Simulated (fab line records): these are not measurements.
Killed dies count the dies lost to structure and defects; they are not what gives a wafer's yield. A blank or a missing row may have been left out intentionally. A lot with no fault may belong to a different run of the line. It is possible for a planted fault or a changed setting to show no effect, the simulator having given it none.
fab line records :: flow n5-finfet
record
  lots=4
  wafers=12
  last-day=17
route steps=1938 shown BEOL_M6@1255 BEOL_M7@1263 PASSIVATION@1936
lots that met no fault: taken from a fault-free run of the same line
start-h: the number of hours between the record's first day and the start of the first shown wafer of the lot :: wait-h: hours from the lot's prior step to this one :: " the same as in the row above :: L1.1+2: one row covering several wafers at once :: - no value, or no start was given :: * or withheld: withheld :: < > ~ a bound
route shown NAME@n: NAME is a module with steps in the file, n the number in the route of the first one :: usual: average and standard deviation across the fault-free wafers :: same: alike in all rows :: chamber/n: place in a boat :: sites: the reading at each site :: _std_site: their standard deviation :: _edge_site: mean of outer sites minus mean of inner sites :: radius-mm: for every site, how far away it sits from the centre of the wafer :: mask NAME#n: copy n :: behind: the last tool/chamber to shape the wafer :: hold: cause of the lot's hold/its duration in hours/its outcome :: device: which transistor (n, p or np) failed to switch :: end of line: tests of these same wafers at the route's end :: step lacking rows: just its recipe :: killed: dies lost to structure and defects at the first sort, not the wafer's yield :: map: a wafer's dies, marking killed ones x, the rest . and places with no die _
set.NAME: the setting that was run; set.NAME@STEP: the one run at that earlier step :: model.NAME: the simulator's own value behind a step, which no gauge read
certain route steps with their lots: each step a table, each wafer a row
services: when a tool's chamber went out of use (start-h, in hours from the record's first day, below 0 if earlier), for how many hours, and the reason
## steps
# step N5_BEOL_M6_ECD_50
# recipe
  material=Cu
  target-thk-a=3000
# step N5_BEOL_M6_ANNEAL_51
# recipe
  temp-c=225
  time-s=90
  ambient=N2
# step N5_BEOL_M6_CMP_52
# recipe
  stop-on=SiCOH_lowk
  t-overpolish-s=6.9
  down-force-psi=1
  platen-rpm=50
  clearing-platen-down-force-psi=1.5
  clearing-platen-rpm=50
  post-cmp-clean=cu-alkaline
  target-thk-nm=80
  clearing-platen-pad-velocity-m-s=0.99484
  pad-velocity-m-s=0.99484
# step N5_BEOL_M6_PRE_CLEAN_55
# recipe
  gas=NH3
  time-s=15
  temp-c=withheld
  rf-power-w=300
# step N5_BEOL_M6_DEP_56
# recipe
  material=SiCN
  target-thk-a=100
  temp-c=withheld
  precursor=3MS/NH3
  pressure-torr=3
  rf-w=202
  time-s=17.5
# step N5_BEOL_M7_ILD_DEP_00
# recipe
  material=SiCOH_lowk
  target-thk-a=1797.5
  temp-c=300
  precursor=DEMS/porogen
  pressure-torr=5
  rf-w=500
  time-s=33.4
# step N5_BEOL_M7_CURE_74
# recipe
  temp-c=385
  time-s=240
  ambient=He/Ar
  material=SiCOH_lowk
# step N5_BEOL_M7_PECVD_70
# recipe
  material=SiO2
  target-thk-a=200
  temp-c=400
  precursor=TEOS/O2
  pressure-torr=5.5
  rf-w=450
  teos-flow-sccm=53.8
  gas=O2
  flow-sccm=3000
  time-s=22.7
# step N5_BEOL_M7_HM_DEP_02
# recipe
  material=TiN
  target-thk-a=200
  temp-c=25
  chamber-pressure-pa=0.49996
# usual
  throttle-valve-pct=29.9/0.99
lot.wafer: L917.1
tool: pvd-sputter-02
chamber: -
start-h: 198.67
wait-h: 0.3
throttle-valve-pct: 30.7
model.TiN_of_BEOL_M7_HM_DEP_02.thk-nm: 20.2

lot.wafer: L917.4
tool: pvd-sputter-02
chamber: -
start-h: 198.67
wait-h: 0.3
throttle-valve-pct: 27.9
model.TiN_of_BEOL_M7_HM_DEP_02.thk-nm: 20.2

lot.wafer: L917.6
tool: pvd-sputter-02
chamber: -
start-h: 198.67
wait-h: 0.3
throttle-valve-pct: 28.9
model.TiN_of_BEOL_M7_HM_DEP_02.thk-nm: 20.2

lot.wafer: L926.3
tool: pvd-sputter-02
chamber: -
start-h: 271.65
wait-h: 1.7
throttle-valve-pct: 29.0
model.TiN_of_BEOL_M7_HM_DEP_02.thk-nm: 6.6

lot.wafer: L926.5
tool: pvd-sputter-02
chamber: -
start-h: 271.65
wait-h: 1.7
throttle-valve-pct: 29.1
model.TiN_of_BEOL_M7_HM_DEP_02.thk-nm: 7

lot.wafer: L926.6
tool: pvd-sputter-02
chamber: -
start-h: 271.65
wait-h: 1.7
throttle-valve-pct: 28.8
model.TiN_of_BEOL_M7_HM_DEP_02.thk-nm: 6.8

lot.wafer: L932.1
tool: pvd-sputter-02
chamber: -
start-h: 302.63
wait-h: 1.3
throttle-valve-pct: 30.7
model.TiN_of_BEOL_M7_HM_DEP_02.thk-nm: 6.8

lot.wafer: L932.3
tool: pvd-sputter-02
chamber: -
start-h: 302.63
wait-h: 1.3
throttle-valve-pct: 29.1
model.TiN_of_BEOL_M7_HM_DEP_02.thk-nm: 6.8

lot.wafer: L932.5
tool: pvd-sputter-02
chamber: -
start-h: 302.63
wait-h: 1.3
throttle-valve-pct: 30.5
model.TiN_of_BEOL_M7_HM_DEP_02.thk-nm: 6.6

lot.wafer: L936.2
tool: pvd-sputter-03
chamber: -
start-h: 337.43
wait-h: 0.2
throttle-valve-pct: 29.9
model.TiN_of_BEOL_M7_HM_DEP_02.thk-nm: 20.2

lot.wafer: L936.3
tool: pvd-sputter-03
chamber: -
start-h: 337.43
wait-h: 0.2
throttle-valve-pct: 31.8
model.TiN_of_BEOL_M7_HM_DEP_02.thk-nm: 20

lot.wafer: L936.5
tool: pvd-sputter-03
chamber: -
start-h: 337.43
wait-h: 0.2
throttle-valve-pct: 32.0
model.TiN_of_BEOL_M7_HM_DEP_02.thk-nm: 20
# step N5_BEOL_M7_COAT_59
# recipe
  resist=SOC
  temp-c=250
  time-s=60
  spin-rpm=1500
  resist-thk-nm=100
# step N5_BEOL_M7_COAT_60
# recipe
  resist=SiARC
  temp-c=220
  time-s=60
  spin-rpm=1500
  resist-thk-nm=35
# step N5_BEOL_M7_COAT_05
# recipe
  resist=CAR-ArF
  spin-rpm=1500
  resist-thk-nm=90
# step N5_BEOL_M7_EBR_07
# recipe
  solvent=PGMEA
  ebr-width-mm=1.5
# step N5_BEOL_M7_SOFTBAKE_06
# recipe
  temp-c=110
  time-s=60
  resist=CAR-ArF
# step N5_BEOL_M7_EXPOSE_08
# recipe
  mask-id=M7
  na=1.35
  source-shape=dipole
  sigma-inner=0.817
  sigma-outer=0.97
  polarization=te
  dose-mj=68.25
# step N5_BEOL_M7_PEB_09
# recipe
  peb-temp-c=withheld
  peb-time-s=60
  resist=CAR-ArF
# step N5_BEOL_M7_DEVELOP_10
# recipe
  develop-time-s=30
  developer=TMAH
  resist=CAR-ArF
  rinse-liquid=diw
  dry=air-spin
  dev-temp-c=23
# step N5_BEOL_M7_DESCUM_16
# recipe
  chemistry=O2
  time-s=7.9
  source-power-w=50
  bias-power-w=20
  pressure-mtorr=20
  rf-frequency-hz=2.712e+07
  temp-c=40
  resist=CAR-ArF
  o2-flow-sccm=225
# step N5_BEOL_M7_ETCH_61
# recipe
  chemistry=CF4
  target=SiARC
  target-depth-a=455
  mask-material=CAR-ArF
  time-s=75.8
  ion-energy-ev=80
  pressure-mtorr=40
  source-w=545
  bias-w=36
  Ar_flow_sccm=100
  cf4-flow-sccm=100
  ends=cleared
# step N5_BEOL_M7_ETCH_62
# recipe
  chemistry=N2/H2
  target=SOC
  target-depth-a=1100
  overetch-a=220
  mask-material=SiARC
  temp-c=40
  time-s=165
  ion-energy-ev=200
  pressure-mtorr=30
  source-w=840
  bias-w=150
  n2-flow-sccm=200
  h2-flow-sccm=200
# step N5_BEOL_M7_STRIP_68
# recipe
  chemistry=N2/H2
  temp-c=40
  n2-flow-sccm=200
  h2-flow-sccm=200
  rf-frequency-hz=6e+07
# step N5_BEOL_M7_STRIP_67
# recipe
  chemistry=CF4
  resist=SiARC
  power-w=300
  bias-power-w=75
  pressure-mtorr=50
  cf4-flow-sccm=150
  rf-frequency-hz=6e+07
# step N5_BEOL_M7_HM_OPEN_17
# recipe
  chemistry=Cl2/BCl3
  target-depth-a=200
  overetch-a=60
  target=TiN
  mask-material=SOC
  ion-energy-ev=150
  pressure-mtorr=10
  icp-w=1000
  bias-w=126
  Cl2_flow_sccm=53.25
  bcl3-flow-sccm=21.75
  Ar_flow_sccm=25
# usual
  drypump-motor-current-A=5.3/0.48
  oes-product-au=0.62/0.063
  throttle-valve-pct=22.2/0.34
lot.wafer: L917.1
tool: rie-metal-02
chamber: 0
start-h: 199.41
wait-h: 0.0
drypump-motor-current-A: 5.5
oes-product-au: 0.67
rf-hours-counter-h: 35
throttle-valve-pct: 22.2
model.etch.depth-nm: 20.25

lot.wafer: L917.4
tool: rie-metal-02
chamber: 1
start-h: 199.41
wait-h: 0.0
drypump-motor-current-A: 5.9
oes-product-au: 0.68
rf-hours-counter-h: -
throttle-valve-pct: 21.8
model.etch.depth-nm: 20.11

lot.wafer: L917.6
tool: rie-metal-02
chamber: 1
start-h: 199.41
wait-h: 0.0
drypump-motor-current-A: 6.0
oes-product-au: 0.68
rf-hours-counter-h: -
throttle-valve-pct: 21.8
model.etch.depth-nm: 20.28

lot.wafer: L926.3
tool: rie-metal-01
chamber: 0
start-h: 272.55
wait-h: 0.1
drypump-motor-current-A: 4.9
oes-product-au: 0.38
rf-hours-counter-h: -
throttle-valve-pct: 22.5
model.etch.depth-nm: 6.52

lot.wafer: L926.5
tool: rie-metal-01
chamber: 0
start-h: 272.55
wait-h: 0.1
drypump-motor-current-A: 4.9
oes-product-au: 0.39
rf-hours-counter-h: -
throttle-valve-pct: 22.4
model.etch.depth-nm: 6.961

lot.wafer: L926.6
tool: rie-metal-01
chamber: 1
start-h: 272.55
wait-h: 0.1
drypump-motor-current-A: 5.0
oes-product-au: 0.45
rf-hours-counter-h: -
throttle-valve-pct: 22.1
model.etch.depth-nm: 6.787

lot.wafer: L932.1
tool: rie-metal-03
chamber: 0
start-h: 303.52
wait-h: 0.0
drypump-motor-current-A: 4.8
oes-product-au: 0.36
rf-hours-counter-h: 80
throttle-valve-pct: 22.6
model.etch.depth-nm: 6.736

lot.wafer: L932.3
tool: rie-metal-03
chamber: 0
start-h: 303.52
wait-h: 0.0
drypump-motor-current-A: 4.8
oes-product-au: 0.36
rf-hours-counter-h: -
throttle-valve-pct: 22.6
model.etch.depth-nm: 6.78

lot.wafer: L932.5
tool: rie-metal-03
chamber: 0
start-h: 303.52
wait-h: 0.0
drypump-motor-current-A: 4.8
oes-product-au: 0.36
rf-hours-counter-h: -
throttle-valve-pct: 22.6
model.etch.depth-nm: 6.643

lot.wafer: L936.2
tool: rie-metal-01
chamber: 0
start-h: 338.30
wait-h: 0.0
drypump-motor-current-A: 4.9
oes-product-au: 0.60
rf-hours-counter-h: 80
throttle-valve-pct: 22.0
model.etch.depth-nm: 20.13

lot.wafer: L936.3
tool: rie-metal-01
chamber: 1
start-h: 338.30
wait-h: 0.0
drypump-motor-current-A: 5.0
oes-product-au: 0.70
rf-hours-counter-h: -
throttle-valve-pct: 21.7
model.etch.depth-nm: 20.07

lot.wafer: L936.5
tool: rie-metal-01
chamber: 1
start-h: 338.30
wait-h: 0.0
drypump-motor-current-A: 5.0
oes-product-au: 0.69
rf-hours-counter-h: -
throttle-valve-pct: 21.7
model.etch.depth-nm: 20.03
# step N5_BEOL_M7_STRIP_19
# recipe
  chemistry=O2
  power-w=400
  temp-c=40
  pressure-mtorr=30
  rf-frequency-hz=6e+07
  bias-power-w=0
  overash-fraction=0.2
  o2-flow-sccm=225
# step N5_BEOL_M7_COAT_63
# recipe
  resist=SOC
  temp-c=250
  time-s=60
  spin-rpm=1500
  resist-thk-nm=60
# step N5_BEOL_M7_COAT_64
# recipe
  resist=SiARC
  temp-c=220
  time-s=60
  spin-rpm=1500
  resist-thk-nm=12
# step N5_BEOL_M7_COAT_71
# recipe
  resist=underlayer
  temp-c=205
  time-s=60
  spin-rpm=1500
  resist-thk-nm=5
# step N5_BEOL_M7_COAT_22
# recipe
  resist=CAR-EUV
  spin-rpm=1500
  resist-thk-nm=30
# step N5_BEOL_M7_EBR_24
# recipe
  solvent=PGMEA
  ebr-width-mm=1.5
# step N5_BEOL_M7_SOFTBAKE_23
# recipe
  temp-c=110
  time-s=60
  resist=CAR-EUV
# step N5_BEOL_M7_EXPOSE_25
# recipe
  mask-id=V6
  na=0.33
  source-shape=annular
  sigma-inner=0.4
  sigma-outer=0.8
  polarization=unpolarized
  target-cd-nm=40
  dose-mj=42.5
# step N5_BEOL_M7_PEB_26
# recipe
  peb-temp-c=100
  peb-time-s=60
  resist=CAR-EUV
# step N5_BEOL_M7_DEVELOP_27
# recipe
  develop-time-s=30
  developer=TMAH
  resist=CAR-EUV
  rinse-liquid=surfactant-rinse
  dry=air-spin
  dev-temp-c=23
# step N5_BEOL_M7_TRENCH_ETCH_37
# recipe
  chemistry=C4F6/O2
  target-depth-a=934.78
  target=SiCOH_lowk
  time-s=31.2
  ion-energy-ev=250
  pressure-mtorr=30
  source-w=345
  bias-w=185
  Ar_flow_sccm=300
  C4F6_flow_sccm=10
  O2_flow_sccm=10
# usual
  drypump-motor-current-A=5.54/0.26
  oes-product-au=0.80/0.087
  rf-vpp-V=663/15
  showerhead-plenum-p-Torr=2.87/0.098
  throttle-valve-pct=20.88/0.29
lot.wafer: L917.1
tool: rie-diel-01
chamber: 3
start-h: -
wait-h: -
drypump-motor-current-A: 5.15
oes-product-au: 0.84
rf-hours-counter-h: 61
rf-vpp-V: 661
showerhead-plenum-p-Torr: 2.90
throttle-valve-pct: 21.23
model.TiN_of_BEOL_M7_HM_DEP_02.thk-nm: 17.6

lot.wafer: L917.4
tool: rie-diel-01
chamber: 1
start-h: -
wait-h: -
drypump-motor-current-A: 5.50
oes-product-au: 0.98
rf-hours-counter-h: 7
rf-vpp-V: 666
showerhead-plenum-p-Torr: 2.91
throttle-valve-pct: 20.44
model.TiN_of_BEOL_M7_HM_DEP_02.thk-nm: 17.4

lot.wafer: L917.6
tool: rie-diel-01
chamber: 2
start-h: -
wait-h: -
drypump-motor-current-A: 5.71
oes-product-au: 0.67
rf-hours-counter-h: -
rf-vpp-V: 680
showerhead-plenum-p-Torr: 2.94
throttle-valve-pct: 21.51
model.TiN_of_BEOL_M7_HM_DEP_02.thk-nm: 17.6

lot.wafer: L926.3
tool: rie-diel-06
chamber: 2
start-h: -
wait-h: -
drypump-motor-current-A: 5.41
oes-product-au: 0.71
rf-hours-counter-h: -
rf-vpp-V: 640
showerhead-plenum-p-Torr: 2.92
throttle-valve-pct: 20.68
model.TiN_of_BEOL_M7_HM_DEP_02.thk-nm: 3.8

lot.wafer: L926.5
tool: rie-diel-06
chamber: 2
start-h: -
wait-h: -
drypump-motor-current-A: 5.41
oes-product-au: 0.71
rf-hours-counter-h: -
rf-vpp-V: 641
showerhead-plenum-p-Torr: 2.92
throttle-valve-pct: 20.67
model.TiN_of_BEOL_M7_HM_DEP_02.thk-nm: 4.4

lot.wafer: L926.6
tool: rie-diel-06
chamber: 3
start-h: -
wait-h: -
drypump-motor-current-A: 5.87
oes-product-au: 0.82
rf-hours-counter-h: -
rf-vpp-V: 672
showerhead-plenum-p-Torr: 3.02
throttle-valve-pct: 20.71
model.TiN_of_BEOL_M7_HM_DEP_02.thk-nm: 4

lot.wafer: L932.1
tool: rie-diel-02
chamber: 2
start-h: -
wait-h: -
drypump-motor-current-A: 5.86
oes-product-au: 0.80
rf-hours-counter-h: 117
rf-vpp-V: 688
showerhead-plenum-p-Torr: 2.85
throttle-valve-pct: 20.43
model.TiN_of_BEOL_M7_HM_DEP_02.thk-nm: 4

lot.wafer: L932.3
tool: rie-diel-02
chamber: 1
start-h: -
wait-h: -
drypump-motor-current-A: 5.66
oes-product-au: 0.80
rf-hours-counter-h: 101
rf-vpp-V: 672
showerhead-plenum-p-Torr: 2.74
throttle-valve-pct: 20.89
model.TiN_of_BEOL_M7_HM_DEP_02.thk-nm: 4

lot.wafer: L932.5
tool: rie-diel-02
chamber: 1
start-h: -
wait-h: -
drypump-motor-current-A: 5.65
oes-product-au: 0.79
rf-hours-counter-h: -
rf-vpp-V: 673
showerhead-plenum-p-Torr: 2.74
throttle-valve-pct: 20.88
model.TiN_of_BEOL_M7_HM_DEP_02.thk-nm: 4

lot.wafer: L936.2
tool: rie-diel-06
chamber: 0
start-h: -
wait-h: -
drypump-motor-current-A: 5.80
oes-product-au: 0.91
rf-hours-counter-h: 18
rf-vpp-V: 655
showerhead-plenum-p-Torr: 2.82
throttle-valve-pct: 20.92
model.TiN_of_BEOL_M7_HM_DEP_02.thk-nm: 17.4

lot.wafer: L936.3
tool: rie-diel-06
chamber: 3
start-h: -
wait-h: -
drypump-motor-current-A: 5.90
oes-product-au: 0.80
rf-hours-counter-h: 118
rf-vpp-V: 672
showerhead-plenum-p-Torr: 3.01
throttle-valve-pct: 20.76
model.TiN_of_BEOL_M7_HM_DEP_02.thk-nm: 17.4

lot.wafer: L936.5
tool: rie-diel-06
chamber: 0
start-h: -
wait-h: -
drypump-motor-current-A: 5.80
oes-product-au: 0.92
rf-hours-counter-h: -
rf-vpp-V: 654
showerhead-plenum-p-Torr: 2.82
throttle-valve-pct: 20.93
model.TiN_of_BEOL_M7_HM_DEP_02.thk-nm: 17.4
# step N5_PASSIVATION_PROBE_49
# usual
  defect-limited-yield=91.1/1.4
  killed_at_M0_to_M3=34/11
  killed_at_M4_up=14/5.7
  killed-at-contacts=14/6.9
  killed-at-front-end=40/11
  killed-at-other=4/3.1
  killed-dies=105/17
  killed-open=70/13
  killed-short=34/7.6
  sort_bin_5_function=5.3/0.95
  sort_bin_6_memory=3.3/0.64
  sort-n-pass=1075/17
  sort-yield-pct=91.1/1.4
# same
  gross-dies=1180
  killed-at-back-side=0
  sort_bin_4_leakage[%]=0
  sort_bin_8_speed[%]=0
lot.wafer: L917.1
tool: prober-01
chamber: -
start-h: 284.83
wait-h: 0.0
defect-limited-yield[%]: 90.8
killed_at_M0_to_M3: 33
killed_at_M4_up: 31
killed-at-contacts: 6
killed-at-front-end: 35
killed-at-other: 3
killed-dies: 108
killed-open: 74
killed-short: 33
sort_bin_5_function[%]: 5.3
sort_bin_6_memory[%]: 3.6
sort-n-pass: 1072
sort-yield-pct[%]: 90.8

lot.wafer: L917.4
tool: prober-01
chamber: -
start-h: 284.98
wait-h: 0.2
defect-limited-yield[%]: 92.9
killed_at_M0_to_M3: 31
killed_at_M4_up: 17
killed-at-contacts: 5
killed-at-front-end: 29
killed-at-other: 2
killed-dies: 84
killed-open: 59
killed-short: 24
sort_bin_5_function[%]: 3.8
sort_bin_6_memory[%]: 3.3
sort-n-pass: 1096
sort-yield-pct[%]: 92.9

lot.wafer: L917.6
tool: prober-01
chamber: -
start-h: 285.08
wait-h: 0.3
defect-limited-yield[%]: 92.5
killed_at_M0_to_M3: 29
killed_at_M4_up: 11
killed-at-contacts: 2
killed-at-front-end: 44
killed-at-other: 3
killed-dies: 89
killed-open: 61
killed-short: 28
sort_bin_5_function[%]: 4.9
sort_bin_6_memory[%]: 2.5
sort-n-pass: 1091
sort-yield-pct[%]: 92.5

lot.wafer: L926.3
tool: prober-01
chamber: -
start-h: 362.21
wait-h: 0.1
defect-limited-yield[%]: 91.6
killed_at_M0_to_M3: 37
killed_at_M4_up: 13
killed-at-contacts: 14
killed-at-front-end: 35
killed-at-other: 0
killed-dies: 99
killed-open: 65
killed-short: 32
sort_bin_5_function[%]: 4.7
sort_bin_6_memory[%]: 3.4
sort-n-pass: 1081
sort-yield-pct[%]: 91.6

lot.wafer: L926.5
tool: prober-01
chamber: -
start-h: 362.31
wait-h: 0.2
defect-limited-yield[%]: 88.7
killed_at_M0_to_M3: 60
killed_at_M4_up: 8
killed-at-contacts: 11
killed-at-front-end: 52
killed-at-other: 2
killed-dies: 133
killed-open: 84
killed-short: 47
sort_bin_5_function[%]: 6.6
sort_bin_6_memory[%]: 4.2
sort-n-pass: 1047
sort-yield-pct[%]: 88.7

lot.wafer: L926.6
tool: prober-01
chamber: -
start-h: 362.36
wait-h: 0.3
defect-limited-yield[%]: 92.1
killed_at_M0_to_M3: 23
killed_at_M4_up: 16
killed-at-contacts: 16
killed-at-front-end: 34
killed-at-other: 4
killed-dies: 93
killed-open: 56
killed-short: 34
sort_bin_5_function[%]: 4.4
sort_bin_6_memory[%]: 3.1
sort-n-pass: 1087
sort-yield-pct[%]: 92.1

lot.wafer: L936.2
tool: prober-01
chamber: -
start-h: 413.97
wait-h: 0.1
defect-limited-yield[%]: 90.4
killed_at_M0_to_M3: 33
killed_at_M4_up: 26
killed-at-contacts: 7
killed-at-front-end: 46
killed-at-other: 1
killed-dies: 113
killed-open: 74
killed-short: 37
sort_bin_5_function[%]: 5.3
sort_bin_6_memory[%]: 3.9
sort-n-pass: 1067
sort-yield-pct[%]: 90.4

lot.wafer: L936.3
tool: prober-01
chamber: -
start-h: 414.02
wait-h: 0.1
defect-limited-yield[%]: 91.2
killed_at_M0_to_M3: 42
killed_at_M4_up: 7
killed-at-contacts: 8
killed-at-front-end: 47
killed-at-other: 0
killed-dies: 104
killed-open: 76
killed-short: 27
sort_bin_5_function[%]: 5.1
sort_bin_6_memory[%]: 3.5
sort-n-pass: 1076
sort-yield-pct[%]: 91.2

lot.wafer: L936.5
tool: prober-01
chamber: -
start-h: 414.12
wait-h: 0.2
defect-limited-yield[%]: 90.9
killed_at_M0_to_M3: 38
killed_at_M4_up: 9
killed-at-contacts: 15
killed-at-front-end: 42
killed-at-other: 3
killed-dies: 107
killed-open: 69
killed-short: 36
sort_bin_5_function[%]: 4.6
sort_bin_6_memory[%]: 3.9
sort-n-pass: 1073
sort-yield-pct[%]: 90.9
# killed by level:class
L917.1 BEOL_M4:geometric-particle:open=19 BEOL_M3:geometric-particle:open=11 FIN_SAQP:geometric-particle:short=8 BEOL_M0_SAQP:geometric-particle:open=8 FIN_SAQP:geometric-particle:open=5 STI_FIN_REVEAL:geometric-particle:open=5 DUMMY_GATE:geometric-particle:open=5 MOL_CONTACT_COAG:geometric-particle:open=5
L917.4 BEOL_M4:geometric-particle:open=11 FIN_SAQP:geometric-particle:open=8 BEOL_M1:geometric-particle:open=7 DUMMY_GATE:geometric-particle:open=6 BEOL_M0_SAQP:geometric-particle:open=5 BEOL_M3:geometric-particle:open=5 BEOL_M0_SAQP:geometric-particle:short=4 STARTING-WAFER:geometric-particle:open=4
L917.6 BEOL_M3:geometric-particle:open=8 BEOL_M4:geometric-particle:open=8 DUMMY_GATE:geometric-particle:open=7 FIN_SAQP:geometric-particle:open=6 STI_FIN_REVEAL:geometric-particle:open=6 STARTING-WAFER:geometric-particle:open=6 BEOL_M1:geometric-particle:open=6 BEOL_M0_SAQP:geometric-particle:short=4
L926.3 MOL_CONTACT_COAG:geometric-particle:open=13 BEOL_M3:geometric-particle:open=10 BEOL_M1:geometric-particle:open=6 BEOL_M4:geometric-particle:open=5 BEOL_M0_SAQP:geometric-particle:open=5 BEOL_M0_SAQP:geometric-particle:short=5 STARTING-WAFER:geometric-particle:open=5 FIN_SAQP:geometric-particle:short=4
L926.5 BEOL_M0_SAQP:geometric-particle:short=16 FIN_SAQP:geometric-particle:short=11 FIN_SAQP:geometric-particle:open=11 STI_FIN_REVEAL:geometric-particle:open=11 BEOL_M1:geometric-particle:open=11 BEOL_M3:geometric-particle:open=10 MOL_CONTACT_COAG:geometric-particle:open=9 BEOL_M2:geometric-particle:open=8
L926.6 MOL_CONTACT_COAG:geometric-particle:open=11 BEOL_M4:geometric-particle:open=9 FIN_SAQP:geometric-particle:short=8 BEOL_M3:geometric-particle:open=7 STI_FIN_REVEAL:geometric-particle:open=6 GATE_CUT:geometric-particle:short=6 MOL_CONTACT_COAG:geometric-particle:short=5 FIN_SAQP:geometric-particle:open=4
L936.2 STI_FIN_REVEAL:geometric-particle:open=16 BEOL_M0_SAQP:geometric-particle:short=11 BEOL_M4:geometric-particle:open=11 BEOL_M0_SAQP:geometric-particle:open=8 GATE_CUT:geometric-particle:short=7 DUMMY_GATE:geometric-particle:open=6 STI_FIN_REVEAL:geometric-particle:short=6 MOL_CONTACT_COAG:geometric-particle:open=6
L936.3 STI_FIN_REVEAL:geometric-particle:open=18 BEOL_M0_SAQP:geometric-particle:open=15 FIN_SAQP:geometric-particle:open=9 BEOL_M0_SAQP:geometric-particle:short=9 MOL_CONTACT_COAG:geometric-particle:open=6 BEOL_M1:geometric-particle:open=6 BEOL_M2:geometric-particle:open=6 STI_FIN_REVEAL:geometric-particle:short=4
L936.5 BEOL_M0_SAQP:geometric-particle:open=14 FIN_SAQP:geometric-particle:open=13 MOL_CONTACT_COAG:geometric-particle:open=13 BEOL_M0_SAQP:geometric-particle:short=12 FIN_SAQP:geometric-particle:short=9 STI_FIN_REVEAL:geometric-particle:open=7 DUMMY_GATE:geometric-particle:open=6 GATE_CUT:geometric-particle:short=4
## services
tool: rie-diel-02
chamber: 0
start-h: 233.89
hours: -
kind: clean

tool: rie-diel-02
chamber: 0
start-h: 233.89
hours: -
kind: consumable-replace:focus-ring

tool: rie-diel-02
chamber: 0
start-h: 233.89
hours: 14.9
kind: scheduled-down

tool: rie-diel-02
chamber: 0
start-h: 233.89
hours: 14.9
kind: vent-cycle

tool: pvd-sputter-03
chamber: -
start-h: 235.09
hours: 39.9
kind: repair

tool: rie-diel-01
chamber: 2
start-h: 235.33
hours: 5.0
kind: repair

tool: rie-diel-01
chamber: 2
start-h: 242.52
hours: -
kind: clean

tool: rie-diel-01
chamber: 2
start-h: 242.52
hours: -
kind: consumable-replace:focus-ring

tool: rie-metal-01
chamber: -
start-h: 243.20
hours: 14.6
kind: pm

tool: rie-diel-02
chamber: 1
start-h: 243.32
hours: 8.0
kind: repair

tool: rie-metal-02
chamber: 1
start-h: 247.55
hours: 14.2
kind: repair

tool: rie-diel-06
chamber: 0
start-h: 260.74
hours: -
kind: clean

tool: rie-diel-06
chamber: 0
start-h: 260.74
hours: -
kind: consumable-replace:focus-ring

tool: rie-diel-06
chamber: 0
start-h: 260.74
hours: 22.9
kind: scheduled-down

tool: rie-diel-06
chamber: 0
start-h: 260.74
hours: 22.9
kind: vent-cycle

tool: rie-metal-03
chamber: 1
start-h: 307.70
hours: -
kind: clean

tool: rie-metal-03
chamber: 1
start-h: 307.70
hours: 23.8
kind: scheduled-down

tool: rie-diel-01
chamber: 1
start-h: 313.05
hours: 21.1
kind: repair

tool: rie-metal-03
chamber: -
start-h: 321.59
hours: 1.4
kind: pm

tool: rie-metal-02
chamber: 1
start-h: 326.92
hours: 5.5
kind: repair

tool: rie-diel-06
chamber: 1
start-h: 339.35
hours: -
kind: clean

tool: rie-diel-06
chamber: 1
start-h: 339.35
hours: -
kind: consumable-replace:focus-ring

tool: rie-diel-06
chamber: 1
start-h: 339.35
hours: 14.3
kind: scheduled-down

tool: rie-diel-06
chamber: 1
start-h: 339.35
hours: 14.3
kind: vent-cycle
## key
first-sign
  step=N5_BEOL_M7_HM_OPEN_17
  reading=oes-product-au
  direction=down
  sigmas=3.7
  usual=0.62
  struck=0.38
effect none on later readings
model-effect
  step=N5_BEOL_M7_HM_DEP_02
  value=TiN_of_BEOL_M7_HM_DEP_02.thk-nm
  without=20.27
  struck=6.767
model-effect
  step=N5_BEOL_M7_HM_OPEN_17
  value=etch.depth-nm
  without=20.26
  struck=6.738
model-effect
  step=N5_BEOL_M7_TRENCH_ETCH_37
  value=TiN_of_BEOL_M7_HM_DEP_02.thk-nm
  without=17.57
  struck=4.033
met-at N5_BEOL_M7_HM_DEP_02
struck-wafers L926.3,L926.5,L926.6,L932.1,L932.3,L932.5
onset-between 198.67 271.65
fault
  kind=process-parameter-drift
  tool=pvd-sputter-02
  chamber=-
  onset-h=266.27
  steps=N5_BEOL_M7_HM_DEP_02
  channel=target-thk-a
  offset=*
  shape=step
  end-h=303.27
  acts-in=*
  stated=*
